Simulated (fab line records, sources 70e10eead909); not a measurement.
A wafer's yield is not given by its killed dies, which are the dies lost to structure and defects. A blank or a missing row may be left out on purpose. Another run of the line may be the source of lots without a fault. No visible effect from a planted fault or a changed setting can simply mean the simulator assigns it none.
Commonality check across tools | flow nand-harc | 3 lots, 8 wafers sampled

## WHY IT WAS OPENED
Flagged at NHARC_END_SORT_01: reading killed-at-periphery, on 1 of 3 lots. Wafers without a fault read 3.7, standard deviation 2.6.
Rule: a lot is flagged in two cases, either no wafer of it has a number, or all its wafers with numbers fall more than 4 standard deviations from that mean. All remaining lots are regarded as sound.

lot  | measured     | on        | killed-at-periphery, wafer by wafer | flag
L536 | day 28 07:16 | prober-01 | 0 3 2                               |
L540 | day 29 03:23 | prober-02 | 12 5                                |
L542 | day 30 19:26 | prober-01 | 638 614 631                         | FLAGGED
The numbers of the flagged lots are 627.7 on average: +624.0 against the usual, or +99 or more standard deviations.

## WHICH TOOL RAN EACH LOT
The record holds 3 process steps before the reading, out of a route of 1302 steps. Read each cell as the tool, then ch plus the chambers that the sampled wafers visited, then the start.
lot  | flag    | NHARC_P_GATE_ETCHBACK_37                     | NHARC_P_GATE_EXPOSE_43            | NHARC_P_GATE_STRIP_112
L536 |         | rie-diel-02 ch 0,1,3, day 9 10:44 or earlier | krf-scanner-03 ch 0, day 9 10:44  | plasma-asher-02 ch 0,1, day 9 13:10
L540 |         | rie-diel-02 ch 0,1, day 10 20:05 or earlier  | krf-scanner-04 ch 0, day 10 20:05 | plasma-asher-02 ch 0,1, day 10 22:33
L542 | FLAGGED | rie-diel-02 ch 1,2, day 11 21:52 or earlier  | krf-scanner-03 ch 0, day 11 21:52 | plasma-asher-02 ch 0,1, day 12 00:23
These steps, and what they do:
- NHARC_P_GATE_ETCHBACK_37: etches the open film in CHF3/O2, target depth 34.5 nm, time 17.2 s.
- NHARC_P_GATE_EXPOSE_43: exposes mask P NSD, target cd 720 nm.
- NHARC_P_GATE_STRIP_112: strips in N2/H2, time 200 s.
- NHARC_END_SORT_01

## FLAGGED OVER TOTAL, TOOL BY TOOL (the gauges that took the reading come last)
step                     | tool            | lots run | flagged | share of the flagged lots | sound lots run after its first flagged lot
NHARC_P_GATE_ETCHBACK_37 | rie-diel-02     | 3        | 1       | all                       | 0
NHARC_P_GATE_EXPOSE_43   | krf-scanner-03  | 2        | 1       | all                       | 0
NHARC_P_GATE_EXPOSE_43   | krf-scanner-04  | 1        | 0       | none                      | -
NHARC_P_GATE_STRIP_112   | plasma-asher-02 | 3        | 1       | all                       | 0
NHARC_END_SORT_01        | prober-01       | 2        | 1       | all                       | 0
NHARC_END_SORT_01        | prober-02       | 1        | 0       | none                      | -
NHARC_P_GATE_ETCHBACK_37: start missing for some lots; hours and lot order therefore follow NHARC_P_GATE_EXPOSE_43.

## THE TABLE: WHAT IT ALLOWS
4 rows of the table ran every flagged lot: rie-diel-02 at NHARC_P_GATE_ETCHBACK_37, krf-scanner-03 at NHARC_P_GATE_EXPOSE_43, plasma-asher-02 at NHARC_P_GATE_STRIP_112, prober-01 at NHARC_END_SORT_01.
- rie-diel-02 at NHARC_P_GATE_ETCHBACK_37 ran 3 lots, 1 of them flagged. A fault beginning between L540 (day 10 20:05), its last sound lot, and L542 (day 11 21:52), its first flagged one, fits the data.
- krf-scanner-03 at NHARC_P_GATE_EXPOSE_43 ran 2 lots, 1 of them flagged. A fault beginning between L536 (day 9 10:44), its last sound lot, and L542 (day 11 21:52), its first flagged one, fits the data.
- plasma-asher-02 at NHARC_P_GATE_STRIP_112 ran 3 lots, 1 of them flagged. A fault beginning between L540 (day 10 22:33), its last sound lot, and L542 (day 12 00:23), its first flagged one, fits the data.
- prober-01 at NHARC_END_SORT_01 ran 2 lots, 1 of them flagged. A fault beginning between L536 (day 28 07:16), its last sound lot, and L542 (day 30 19:26), its first flagged one, fits the data.
Counting lots can't tell these 4 tools apart, because each fits a fault that began at some hour. More lots, or a look at what each step does to the wafer, might.

## WHAT HAD BEEN PUT IN BY THE SIMULATOR
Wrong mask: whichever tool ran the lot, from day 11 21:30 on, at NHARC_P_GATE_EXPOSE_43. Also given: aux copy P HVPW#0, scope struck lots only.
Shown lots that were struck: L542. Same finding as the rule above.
